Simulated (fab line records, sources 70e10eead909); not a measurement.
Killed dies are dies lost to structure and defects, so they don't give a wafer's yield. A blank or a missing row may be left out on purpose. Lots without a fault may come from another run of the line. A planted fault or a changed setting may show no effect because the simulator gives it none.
fab line records | flow nand_harc
record lots=24 wafers=72 last_day=33
route steps=1302 shown A_M0@1151 A_M1@1189 A_BONDPAD@1226
lots that met no fault: from a run of the same line without faults
start_h: hours from the record's first day to the start of the lot's first wafer shown | wait_h: hours since the lot's step before | " the same as in the row above | L1.1+2: a row that stands for several wafers | - no value, or no start given | * or withheld: withheld | < > ~ a bound
route shown NAME@n: a module of which the file shows steps, and the number in the route of the first | usual: mean/standard deviation of fault-free wafers | same: alike in all rows | chamber/n: place in a boat | sites: the reading at each site | _std_site: their standard deviation | _edge_site: outer sites' mean less inner sites' | radius_mm: how far each site lies from the wafer's centre | mask NAME#n: copy n | behind: the tool/chamber that last shaped the wafer | hold: why the lot was held/for how many hours/how that ended | device: the transistor (n, p or np) that didn't switch | end of line: the same wafers' tests at the end of the route | a step without rows: its recipe alone | killed: dies lost to structure and defects at the first sort, not the wafer's yield | map: a wafer's dies, x killed, . not, _ none there
set.NAME: the setting as run; set.NAME@STEP: as run at that earlier step | model.NAME: the simulator's own value behind a step, which no gauge read
steps of the route over a sample of lots; a table a step, a row a wafer
services: from which hour (start_h, from the record's first day; less than 0 if before it) a tool's chamber was out of use, for how many hours, and why
## steps
# step NHARC_A_M0_ETCH_34
# recipe target_depth_a=400 overetch_a=120 time_s=43.94 ion_energy_ev=200 n2_flow_sccm=150 h2_flow_sccm=150 ar_flow_sccm=0 rf_w=400 bias_w=150 chemistry=N2/H2
# usual drypump_motor_current_A=5.79/0.29 oes_product_au=0.998/0.011 rf_vpp_V=430.7/2.6 showerhead_plenum_p_Torr=2.05/0.09 throttle_valve_pct=14.172/0.0088
# columns lot.wafer tool chamber start_h wait_h drypump_motor_current_A oes_product_au rf_hours_counter_h rf_vpp_V showerhead_plenum_p_Torr throttle_valve_pct
L074.1 rie_diel-07 0 526.81 0.1 5.68 0.989 2 426.7 1.90 14.179
L074.2 " 1 " " 5.32 0.985 2 431.2 2.07 14.162
L074.5 " 0 " " 5.66 0.994 - 427.2 1.90 14.181
L075.1 rie_diel-07 1 539.38 0.1 5.29 0.986 3 432.3 2.07 14.172
L075.3 " 2 " " 5.69 0.992 4 432.0 2.09 14.174
L075.6 " 2 " " 5.69 0.992 - 431.5 2.09 14.165
L076.2 rie_diel-07 1 542.04 0.1 5.33 0.987 3 431.6 2.07 14.171
L076.4 " 3 " " 5.84 0.999 3 425.1 1.89 14.164
L076.5 " 2 " " 5.67 0.990 - 429.5 2.09 14.167
L077.1 rie_diel-13 3 545.33 0.1 5.63 0.997 0 431.7 2.06 14.168
L077.3 " 0 " " 6.21 0.992 0 430.1 2.07 14.167
L077.5 " 1 " " 6.01 0.994 - 429.3 1.96 14.178
L078.1 rie_diel-07 3 555.54 0.1 5.87 0.993 4 427.0 1.89 14.186
L078.2 " 0 " " 5.67 1.006 4 426.9 1.90 14.155
L078.5 " 0 " " 5.67 1.001 - 426.9 1.90 14.170
L080.1 rie_diel-13 3 574.75 0.1 5.62 0.999 3 430.8 2.06 14.168
L080.3 " 0 " " 6.21 0.993 3 432.0 2.07 14.175
L080.5 " 0 " " 6.21 0.989 - 430.8 2.07 14.170
L079.2 rie_diel-04 3 575.09 0.1 5.78 1.022 4 430.5 2.02 14.157
L079.1 " 1 " " 5.55 0.988 3 432.8 2.11 14.182
L079.5 " 1 " " 5.55 0.990 - 432.1 2.11 14.168
L081.3 rie_diel-13 2 590.71 0.1 6.18 1.003 5 433.0 2.17 14.168
L081.4 " 3 " " 5.63 1.000 - 431.6 2.06 14.177
L081.6 " 0 " " 6.21 0.983 - 432.0 2.07 14.156
L082.2 rie_diel-13 0 617.71 0.1 6.21 1.003 6 432.1 2.07 14.179
L082.4 " 2 " " 6.17 1.017 7 434.1 2.17 14.174
L082.6 " 3 " " 5.63 1.007 - 432.0 2.06 14.175
L085.1 rie_diel-13 2 641.14 0.1 6.16 1.021 8 434.7 2.17 14.180
L085.2 " 0 " " 6.20 1.000 7 430.9 2.06 14.168
L085.6 " 2 " " 6.18 1.022 - 432.9 2.17 14.187
L083.3 rie_diel-07 3 642.62 0.1 5.86 1.002 9 425.6 1.89 14.169
L083.1 " 1 " " 5.30 1.001 9 431.8 2.07 14.165
L083.2 " 2 " " 5.70 0.984 10 431.0 2.09 14.167
L086.2 rie_diel-04 3 645.66 0.1 5.76 1.005 7 428.8 2.02 14.193
L086.1 " 0 " " 6.15 1.000 6 434.1 2.16 14.179
L086.5 " 0 " " 6.15 1.003 - 434.6 2.16 14.164
L087.4 rie_diel-13 0 648.11 0.1 6.20 0.996 8 430.5 2.06 14.177
L087.1 " 1 " " 6.03 0.990 6 429.8 1.96 14.163
L087.6 " 3 " " 5.60 0.996 - 431.6 2.06 14.164
L084.3 rie_diel-04 0 648.47 0.1 6.14 0.996 6 433.5 2.16 14.177
L084.2 " 3 " " 5.76 1.011 8 430.0 2.02 14.174
L084.6 " 3 " " 5.75 1.012 - 430.1 2.02 14.178
L088.2 rie_diel-13 1 669.86 0.1 6.03 1.006 7 429.8 1.96 14.176
L088.3 " 2 " " 6.14 1.014 10 434.4 2.17 14.183
L088.5 " 1 " " 6.05 1.003 - 428.4 1.96 14.156
L091.1 rie_diel-13 2 686.14 0.1 6.24 1.002 11 434.0 2.17 14.182
L091.5 " 2 " " 6.19 1.007 - 433.6 2.17 14.172
L091.6 " 3 " " 5.64 0.994 - 431.3 2.06 14.173
L090.3 rie_diel-07 2 694.60 0.1 5.68 0.986 1 431.7 2.09 14.168
L090.2 " 3 " " 5.84 0.992 2 426.7 1.89 14.183
L090.5 " 3 " " 5.84 0.986 - 426.8 1.89 14.170
L089.3 rie_diel-07 1 699.33 0.1 5.28 0.989 2 430.7 2.07 14.172
L089.2 " 2 " " 5.70 0.989 1 431.6 2.09 14.186
L089.5 " 2 " " 5.69 0.982 - 431.7 2.09 14.155
L092.1 rie_diel-04 2 700.93 0.1 5.34 1.006 10 432.6 2.09 14.172
L092.5 " 0 " " 6.15 0.990 - 433.4 2.16 14.167
L092.6 " 1 " " 5.55 1.008 - 432.3 2.11 14.164
L093.3 rie_diel-07 3 714.68 0.1 5.87 0.983 3 425.1 1.89 14.166
L093.2 " 0 " " 5.67 0.992 3 427.6 1.90 14.177
L093.1 " 2 " " 5.67 0.972 2 432.1 2.08 14.166
L094.2 rie_diel-07 0 717.44 0.1 5.68 0.997 3 424.8 1.90 14.166
L094.4 " 0 " " 5.68 0.998 - 426.6 1.90 14.162
L094.5 " 3 " " 5.82 0.989 - 425.5 1.89 14.174
L095.3 rie_diel-04 0 738.83 0.1 6.14 0.996 1 433.7 2.16 14.160
L095.4 " 3 " " 5.79 1.000 1 429.5 2.02 14.197
L095.6 " 1 " " 5.55 1.000 - 432.7 2.11 14.173
L096.1 rie_diel-04 3 740.20 0.1 5.81 1.011 1 429.2 2.02 14.155
L096.3 " 1 " " 5.54 1.003 1 433.9 2.11 14.177
L096.6 " 0 " " 6.16 0.990 - 432.9 2.16 14.176
L097.2 rie_diel-04 1 749.88 0.1 5.57 0.993 2 431.7 2.11 14.169
L097.1 " 3 " " 5.79 1.000 1 429.9 2.02 14.169
L097.6 " 1 " " 5.57 0.994 - 433.0 2.11 14.162
# step NHARC_A_M0_STRIP_18
# recipe power_w=1000 n2_flow_sccm=150 h2_flow_sccm=150 ar_flow_sccm=0 bias_w=0 chemistry=N2/H2
# usual drypump_motor_current_A=5.84/0.3 oes_product_au=0.999/0.011 power_w=999.7/2.9 rf_vpp_V=90.9/0.94 showerhead_plenum_p_Torr=2.06/0.079 throttle_valve_pct=14.173/0.0086
# columns lot.wafer tool chamber start_h wait_h drypump_motor_current_A oes_product_au power_w rf_hours_counter_h rf_vpp_V showerhead_plenum_p_Torr throttle_valve_pct
L074.1 rie_diel-04 2 527.15 0.1 5.34 1.025 1004.9 8 91.3 2.09 14.188
L074.2 " 3 " " 5.79 0.996 999.1 6 89.5 2.02 14.174
L074.5 " 0 " " 6.17 1.002 998.5 - 91.7 2.17 14.170
L075.3 rie_diel-13 0 539.66 0.1 6.21 0.993 999.3 0 91.4 2.07 14.180
L075.1 " 1 " " 6.02 0.993 999.8 0 90.4 1.96 14.179
L075.6 " 0 " " 6.20 0.996 1000.6 - 90.9 2.07 14.175
L076.4 rie_diel-13 1 542.33 0.1 6.02 0.988 996.2 0 90.0 1.96 14.187
L076.2 " 3 " " 5.63 0.993 998.4 0 91.4 2.06 14.173
L076.5 " 1 " " 6.02 0.997 995.1 - 88.6 1.96 14.176
L077.1 rie_diel-04 1 545.61 0.1 5.55 0.995 1001.0 0 91.2 2.11 14.163
L077.3 " 2 " " 5.35 0.997 1003.8 0 90.8 2.09 14.167
L077.5 " 1 " " 5.54 0.995 1002.4 - 91.3 2.11 14.159
L078.1 rie_diel-04 1 555.82 0.1 5.54 1.003 991.3 1 90.8 2.11 14.167
L078.2 " 2 " " 5.36 1.011 1002.1 1 89.7 2.09 14.160
L078.5 " 1 " " 5.51 1.000 993.7 - 91.0 2.11 14.169
L080.1 rie_diel-13 2 575.05 0.1 6.21 1.000 1004.1 4 90.6 2.17 14.171
L080.3 " 0 " " 6.22 0.995 998.3 3 91.5 2.07 14.162
L080.5 " 2 " " 6.22 0.999 999.8 - 91.9 2.17 14.172
L079.1 rie_diel-04 2 575.40 0.1 5.38 1.020 998.4 3 90.3 2.09 14.170
L079.2 " 1 " " 5.53 0.986 995.4 3 91.0 2.11 14.182
L079.5 " 3 " " 5.77 1.012 1001.2 - 90.4 2.02 14.175
L081.3 rie_diel-04 2 591.07 0.1 5.35 1.015 998.9 5 91.0 2.09 14.184
L081.4 " 3 " " 5.74 1.016 996.1 6 91.0 2.02 14.170
L081.6 " 0 " " 6.16 1.004 999.6 - 91.1 2.17 14.172
L082.2 rie_diel-04 2 618.00 0.1 5.35 1.012 999.3 5 90.5 2.09 14.181
L082.4 " 1 " " 5.55 0.999 1001.5 5 90.9 2.11 14.163
L082.6 " 2 " " 5.34 1.010 996.1 - 91.1 2.09 14.170
L085.2 rie_diel-07 2 641.43 0.1 5.68 0.982 1001.0 10 91.6 2.09 14.192
L085.1 " 0 " " 5.68 0.990 995.3 8 90.2 1.90 14.187
L085.6 " 2 " " 5.67 0.974 1004.3 - 90.0 2.09 14.190
L083.1 rie_diel-13 3 642.91 0.1 5.60 1.003 995.8 8 90.4 2.06 14.183
L083.3 " 0 " " 6.20 0.993 993.4 8 90.1 2.06 14.162
L083.2 " 1 " " 6.03 1.001 998.5 5 90.5 1.96 14.172
L086.1 rie_diel-13 2 646.02 0.1 6.20 1.008 1000.6 8 92.9 2.17 14.178
L086.2 " 3 " " 5.64 0.993 1002.3 8 90.4 2.06 14.171
L086.5 " 2 " " 6.19 1.013 1000.1 - 92.7 2.17 14.165
L087.4 rie_diel-13 3 648.42 0.1 5.63 1.001 1003.6 8 89.6 2.06 14.169
L087.1 " 1 " " 6.01 1.001 1000.9 6 89.4 1.96 14.162
L087.6 " 2 " " 6.17 1.004 1000.3 - 90.2 2.17 14.186
L084.2 rie_diel-13 0 648.79 0.1 6.22 1.002 997.5 8 90.3 2.06 14.169
L084.3 " 2 " " 6.16 1.018 997.3 9 91.0 2.17 14.172
L084.6 " 1 " " 6.06 1.009 997.8 - 89.6 1.96 14.168
L088.2 rie_diel-13 0 670.19 0.1 6.23 1.009 995.4 10 90.8 2.06 14.179
L088.3 " 1 " " 6.05 1.004 998.0 7 89.3 1.96 14.180
L088.5 " 3 " " 5.63 1.011 998.5 - 90.9 2.06 14.183
L091.1 rie_diel-04 0 686.48 0.1 6.16 0.987 998.0 9 91.1 2.16 14.177
L091.5 " 2 " " 5.39 1.016 996.3 - 91.2 2.09 14.182
L091.6 " 3 " " 5.75 1.005 1004.5 - 91.2 2.02 14.171
L090.2 rie_diel-13 2 694.95 0.1 6.22 1.011 1000.9 12 92.1 2.17 14.166
L090.3 " 3 " " 5.65 0.993 997.8 11 91.3 2.06 14.182
L090.5 " 1 " " 6.02 1.014 1003.4 - 89.3 1.96 14.185
L089.3 rie_diel-04 3 699.63 0.1 5.77 1.008 1003.4 10 91.5 2.02 14.177
L089.2 " 0 " " 6.15 0.991 1002.9 9 91.3 2.16 14.171
L089.5 " 3 " " 5.80 1.000 1003.5 - 91.6 2.02 14.174
L092.1 rie_diel-07 0 701.88 0.1 5.68 1.021 999.9 3 89.6 1.90 14.167
L092.6 " 3 " " 5.84 0.983 1002.1 - 90.2 1.89 14.166
L092.5 " 0 " " 5.69 1.007 1003.9 - 90.1 1.90 14.176
L093.2 rie_diel-13 3 715.02 0.1 5.62 0.994 999.7 1 90.0 2.06 14.176
L093.3 " 0 " " 6.19 1.003 1002.6 1 91.3 2.06 14.189
L093.1 " 1 " " 6.02 0.999 999.7 0 90.8 1.96 14.169
L094.4 rie_diel-13 0 717.79 0.1 6.21 0.992 997.0 1 91.0 2.06 14.165
L094.2 " 1 " " 6.04 0.985 994.7 0 89.8 1.96 14.168
L094.5 " 3 " " 5.62 0.983 1000.2 - 92.3 2.06 14.173
L095.3 rie_diel-07 3 739.14 0.1 5.85 0.979 1000.4 4 89.0 1.89 14.162
L095.4 " 0 " " 5.66 0.994 999.2 4 89.7 1.90 14.179
L095.6 " 2 " " 5.68 0.971 994.9 - 90.6 2.08 14.176
L096.3 rie_diel-07 1 740.49 0.1 5.31 0.999 997.3 3 92.5 2.07 14.167
L096.1 " 2 " " 5.68 0.975 1001.8 3 91.8 2.08 14.173
L096.6 " 1 " " 5.33 0.994 1001.7 - 90.8 2.07 14.173
L097.1 rie_diel-13 2 750.17 0.1 6.16 1.006 1006.5 3 92.5 2.17 14.172
L097.2 " 3 " " 5.62 1.000 998.2 3 90.7 2.06 14.157
L097.6 " 2 " " 6.15 0.996 999.3 - 90.8 2.17 14.167
# step NHARC_A_M1_DEGAS_29
# recipe temp_c=250 time_s=60
# usual heater_power_w=352/33
# columns lot.wafer tool chamber start_h wait_h heater_power_w
L074.2 pvd_sputter-02 - 531.77 - 385
L074.1 " - " " 354
L074.5 " - " " 390
L075.1 pvd_sputter-02 - 544.37 - 403
L075.3 " - " " 346
L075.6 " - " " 388
L076.2 pvd_sputter-02 - 547.08 - 346
L076.4 " - " " 397
L076.5 " - " " 327
L077.1 pvd_sputter-01 - 550.32 - 332
L077.3 " - " " 360
L077.5 " - " " 333
L078.2 pvd_sputter-01 - 560.82 - 372
L078.1 " - " " 306
L078.5 " - " " 371
L080.3 pvd_sputter-02 - 579.77 - 391
L080.1 " - " " 336
L080.5 " - " " 404
L079.1 pvd_sputter-03 - 580.16 - 355
L079.2 " - " " 319
L079.5 " - " " 300
L081.3 pvd_sputter-01 - 595.61 - 315
L081.4 " - " " 348
L081.6 " - " " 312
L082.2 pvd_sputter-02 - 622.72 - 344
L082.4 " - " " 329
L082.6 " - " " 405
L085.2 pvd_sputter-01 - 646.11 - 392
L085.1 " - " " 340
L085.6 " - " " 347
L083.1 pvd_sputter-03 - 647.68 - 326
L083.2 " - " " 300
L083.3 " - " " 331
L086.2 pvd_sputter-03 - 650.61 - 323
L086.1 " - " " 330
L086.5 " - " " 323
L087.4 pvd_sputter-03 - 653.14 - 317
L087.1 " - " " 287
L087.6 " - " " 357
L084.2 pvd_sputter-01 - 653.50 - 312
L084.3 " - " " 389
L084.6 " - " " 314
L088.3 pvd_sputter-02 - 674.82 - 369
L088.2 " - " " 323
L088.5 " - " " 321
L091.1 pvd_sputter-03 - 691.11 - 292
L091.5 " - " " 317
L091.6 " - " " 303
L090.2 pvd_sputter-02 - 699.78 - 388
L090.3 " - " " 330
L090.5 " - " " 363
L089.2 pvd_sputter-01 - 704.46 - 315
L089.3 " - " " 377
L089.5 " - " " 310
L092.1 pvd_sputter-01 - 706.70 - 395
L092.6 " - " " 352
L092.5 " - " " 372
L093.1 pvd_sputter-02 - 719.63 - 320
L093.2 " - " " 393
L093.3 " - " " 359
L094.2 pvd_sputter-02 - 722.49 - 327
L094.4 " - " " 400
L094.5 " - " " 360
L095.3 pvd_sputter-01 - 744.19 - 339
L095.4 " - " " 320
L095.6 " - " " 369
L096.3 pvd_sputter-03 - 745.34 - 281
L096.1 " - " " 338
L096.6 " - " " 266
L097.2 pvd_sputter-02 - 755.16 - 389
L097.1 " - " " 402
L097.6 " - " " 392
# step NHARC_A_M1_PRE_CLEAN_30
# recipe time_s=30 temp_c=280 gas=H2/He
# usual heater_power_w=433/41
# columns lot.wafer tool chamber start_h wait_h heater_power_w
L074.1 pvd_sputter-02 - - - 405
L074.2 " - " " 484
L074.5 " - " " 429
L075.3 pvd_sputter-02 - - - 423
L075.1 " - " " 489
L075.6 " - " " 426
L076.4 pvd_sputter-02 - - - 392
L076.2 " - " " 486
L076.5 " - " " 408
L077.3 pvd_sputter-01 - - - 434
L077.1 " - " " 372
L077.5 " - " " 441
L078.2 pvd_sputter-01 - - - 397
L078.1 " - " " 384
L078.5 " - " " 418
L080.1 pvd_sputter-02 - - - 493
L080.3 " - " " 405
L080.5 " - " " 488
L079.1 pvd_sputter-03 - - - 415
L079.2 " - " " 443
L079.5 " - " " 417
L081.4 pvd_sputter-01 - - - 488
L081.3 " - " " 455
L081.6 " - " " 388
L082.2 pvd_sputter-02 - - - 423
L082.4 " - " " 398
L082.6 " - " " 481
L085.2 pvd_sputter-01 - - - 487
L085.1 " - " " 380
L085.6 " - " " 415
L083.2 pvd_sputter-03 - - - 411
L083.1 " - " " 394
L083.3 " - " " 357
L086.1 pvd_sputter-03 - - - 359
L086.2 " - " " 428
L086.5 " - " " 393
L087.1 pvd_sputter-03 - - - 438
L087.4 " - " " 404
L087.6 " - " " 451
L084.3 pvd_sputter-01 - - - 378
L084.2 " - " " 481
L084.6 " - " " 482
L088.3 pvd_sputter-02 - - - 441
L088.2 " - " " 407
L088.5 " - " " 450
L091.1 pvd_sputter-03 - - - 399
L091.5 " - " " 426
L091.6 " - " " 404
L090.2 pvd_sputter-02 - - - 460
L090.3 " - " " 404
L090.5 " - " " 412
L089.2 pvd_sputter-01 - - - 436
L089.3 " - " " 441
L089.5 " - " " 490
L092.1 pvd_sputter-01 - - - 385
L092.5 " - " " 447
L092.6 " - " " 392
L093.1 pvd_sputter-02 - - - 478
L093.3 " - " " 480
L093.2 " - " " 415
L094.2 pvd_sputter-02 - - - 441
L094.4 " - " " 412
L094.5 " - " " 449
L095.4 pvd_sputter-01 - - - 420
L095.3 " - " " 382
L095.6 " - " " 442
L096.1 pvd_sputter-03 - - - 422
L096.3 " - " " 376
L096.6 " - " " 413
L097.1 pvd_sputter-02 - - - 480
L097.2 " - " " 397
L097.6 " - " " 489
# step NHARC_A_M1_ANNEAL_31
# recipe temp_c=225 time_s=90
# usual anneal_temp_c=224.95/0.19 anneal_temp_c_max=226.1/0.37 wafer_temp_C_max=226.1/0.4
# columns lot.wafer tool chamber start_h wait_h anneal_temp_c anneal_temp_c_max wafer_temp_C_max
L074.1 rtp_anneal-01 0 532.50 - 224.77 225.6 225.8
L074.2 " 0 " " 224.62 225.5 226.2
L074.5 " 0 " " 224.85 226.0 226.0
L075.1 rtp_anneal-02 0 545.11 0.3 225.00 226.1 226.8
L075.3 " 0 " " 224.78 226.0 226.4
L075.6 " 0 " " 225.00 226.5 226.8
L076.2 rtp_anneal-01 0 547.87 0.4 224.99 225.9 226.1
L076.4 " 0 " " 225.19 226.2 226.0
L076.5 " 0 " " 225.16 226.1 225.8
L077.1 rtp_anneal-01 0 551.07 0.3 224.95 225.9 226.0
L077.3 " 0 " " 225.08 226.5 226.0
L077.5 " 0 " " 224.62 225.5 226.2
L078.1 rtp_anneal-01 0 561.56 0.3 225.01 226.3 225.6
L078.2 " 0 " " 225.14 226.1 225.7
L078.5 " 0 " " 225.09 226.2 225.9
L080.1 rtp_anneal-02 0 580.54 0.3 225.00 226.5 226.7
L080.3 " 0 " " 224.84 226.5 226.6
L080.5 " 0 " " 225.09 226.5 226.5
L079.1 rtp_anneal-01 0 580.88 - 225.12 226.3 226.3
L079.2 " 0 " " 224.67 225.7 226.0
L079.5 " 0 " " 224.94 225.9 226.1
L081.3 rtp_anneal-01 0 596.44 0.3 224.96 226.3 225.9
L081.4 " 0 " " 224.82 225.7 225.3
L081.6 " 0 " " 224.80 225.8 225.7
L082.2 rtp_anneal-01 0 623.49 0.3 224.83 226.0 225.7
L082.4 " 0 " " 224.68 225.6 225.6
L082.6 " 0 " " 224.70 225.6 225.7
L085.1 rtp_anneal-02 0 646.94 0.3 225.21 226.9 227.2
L085.2 " 0 " " 225.12 226.9 226.6
L085.6 " 0 " " 224.93 226.2 226.1
L083.1 rtp_anneal-02 0 648.41 0.3 224.86 226.2 227.0
L083.2 " 0 " " 225.10 227.0 227.1
L083.3 " 0 " " 225.11 226.4 226.5
L086.1 rtp_anneal-01 0 651.35 0.3 224.94 226.0 225.7
L086.2 " 0 " " 224.80 225.8 226.0
L086.5 " 0 " " 225.15 226.1 226.0
L087.1 rtp_anneal-01 0 653.87 - 225.20 226.1 225.9
L087.4 " 0 " " 224.79 225.8 225.9
L087.6 " 0 " " 225.05 226.3 225.8
L084.2 rtp_anneal-02 0 654.29 0.4 225.00 226.5 226.1
L084.3 " 0 " " 225.31 226.5 226.8
L084.6 " 0 " " 224.70 225.9 226.9
L088.2 rtp_anneal-01 0 675.61 0.3 224.83 225.6 225.6
L088.3 " 0 " " 224.85 225.7 225.9
L088.5 " 0 " " 224.87 226.0 226.0
L091.1 rtp_anneal-01 0 691.87 0.4 224.99 225.7 225.6
L091.5 " 0 " " 225.34 226.3 226.2
L091.6 " 0 " " 225.12 226.2 226.0
L090.2 rtp_anneal-02 0 700.59 - 224.81 226.4 226.3
L090.3 " 0 " " 224.75 226.4 226.1
L090.5 " 0 " " 225.03 226.2 226.4
L089.2 rtp_anneal-02 0 705.24 0.4 224.88 226.4 226.6
L089.3 " 0 " " 224.85 226.0 226.2
L089.5 " 0 " " 225.00 226.5 226.5
L092.1 rtp_anneal-01 0 707.42 0.3 224.94 226.1 226.0
L092.5 " 0 " " 224.79 225.6 225.7
L092.6 " 0 " " 224.88 225.7 225.7
L093.1 rtp_anneal-01 0 720.37 - 224.61 225.5 225.6
L093.2 " 0 " " 224.66 225.7 225.9
L093.3 " 0 " " 224.79 226.1 225.5
L094.2 rtp_anneal-01 0 723.27 - 224.88 225.6 225.8
L094.4 " 0 " " 225.12 226.0 225.9
L094.5 " 0 " " 225.41 226.3 225.9
L095.3 rtp_anneal-01 0 745.02 - 225.33 226.1 226.0
L095.4 " 0 " " 225.36 226.2 226.2
L095.6 " 0 " " 225.23 226.0 226.0
L096.1 rtp_anneal-01 0 746.07 - 224.89 225.8 225.6
L096.3 " 0 " " 224.77 225.8 225.9
L096.6 " 0 " " 224.73 225.5 225.9
L097.1 rtp_anneal-01 0 755.89 - 225.19 226.4 225.6
L097.2 " 0 " " 224.67 225.8 225.9
L097.6 " 0 " " 224.94 225.8 225.6
# step NHARC_A_BONDPAD_PRE_CLEAN_26
# recipe time_s=30 temp_c=280 gas=H2/He
# usual heater_power_w=416/43
# columns lot.wafer tool chamber start_h wait_h heater_power_w
L074.1 pvd_sputter-01 - - - 375
L074.2 " - " " 484
L074.5 " - " " 370
L075.3 pvd_sputter-01 - - - 413
L075.1 " - " " 456
L075.6 " - " " 452
L076.2 pvd_sputter-02 - - - 390
L076.4 " - " " 492
L076.5 " - " " 419
L077.1 pvd_sputter-03 - - - 404
L077.3 " - " " 434
L077.5 " - " " 400
L078.2 pvd_sputter-03 - - - 397
L078.1 " - " " 432
L078.5 " - " " 363
L080.3 pvd_sputter-03 - - - 389
L080.1 " - " " 446
L080.5 " - " " 394
L079.2 pvd_sputter-03 - - - 400
L079.1 " - " " 404
L079.5 " - " " 383
L081.3 pvd_sputter-02 - - - 491
L081.4 " - " " 427
L081.6 " - " " 397
L082.4 pvd_sputter-03 - - - 411
L082.2 " - " " 399
L082.6 " - " " 437
L085.2 pvd_sputter-01 - - - 446
L085.1 " - " " 478
L085.6 " - " " 424
L083.2 pvd_sputter-03 - - - 410
L083.3 " - " " 443
L083.1 " - " " 385
L086.1 pvd_sputter-03 - - - 357
L086.2 " - " " 408
L086.5 " - " " 395
L087.4 pvd_sputter-03 - - - 401
L087.1 " - " " 441
L087.6 " - " " 356
L084.2 pvd_sputter-02 - - - 395
L084.3 " - " " 475
L084.6 " - " " 491
L088.2 pvd_sputter-01 - - - 417
L088.3 " - " " 388
L088.5 " - " " 485
L091.1 pvd_sputter-01 - - - 428
L091.5 " - " " 454
L091.6 " - " " 380
L090.3 pvd_sputter-03 - - - 401
L090.2 " - " " 371
L090.5 " - " " 441
L089.3 pvd_sputter-01 - - - 425
L089.2 " - " " 451
L089.5 " - " " 488
L092.1 pvd_sputter-02 - - - 444
L092.5 " - " " 405
L092.6 " - " " 479
L093.3 pvd_sputter-01 - - - 428
L093.1 " - " " 445
L093.2 " - " " 482
L094.4 pvd_sputter-02 - - - 436
L094.2 " - " " 404
L094.5 " - " " 483
L095.4 pvd_sputter-03 - - - 336
L095.3 " - " " 414
L095.6 " - " " 376
L096.1 pvd_sputter-03 - - - 385
L096.3 " - " " 422
L096.6 " - " " 379
L097.2 pvd_sputter-03 - - - 416
L097.1 " - " " 410
L097.6 " - " " 374
## services
# columns tool chamber start_h hours kind
rie_diel-13 - 519.00 9.0 pm
rie_diel-04 - 531.95 9.0 pm
pvd_sputter-03 - 536.95 10.0 pm
rie_diel-13 1 568.36 35.9 repair
rie_diel-04 0 573.94 16.9 repair
pvd_sputter-01 - 582.00 10.0 pm
pvd_sputter-03 - 589.74 2.0 repair
pvd_sputter-01 - 596.58 5.6 repair
pvd_sputter-01 - 606.95 2.5 repair
rie_diel-04 3 621.34 4.6 repair
rie_diel-04 2 630.77 7.8 repair
rie_diel-04 - 632.94 0.5 repair
pvd_sputter-02 - 638.00 10.0 pm
rie_diel-07 - 648.20 9.0 pm
pvd_sputter-02 - 648.77 6.2 repair
pvd_sputter-01 - 661.17 3.5 repair
rie_diel-07 2 663.20 9.6 repair
rie_diel-13 - 696.00 9.0 pm
rie_diel-07 1 700.58 22.8 repair
rie_diel-13 1 707.97 2.3 repair
rie_diel-04 - 708.95 9.0 pm
rie_diel-04 3 732.23 2.2 repair
pvd_sputter-02 - 746.53 3.1 repair
pvd_sputter-01 - 747.42 3.3 repair
## key
fault none
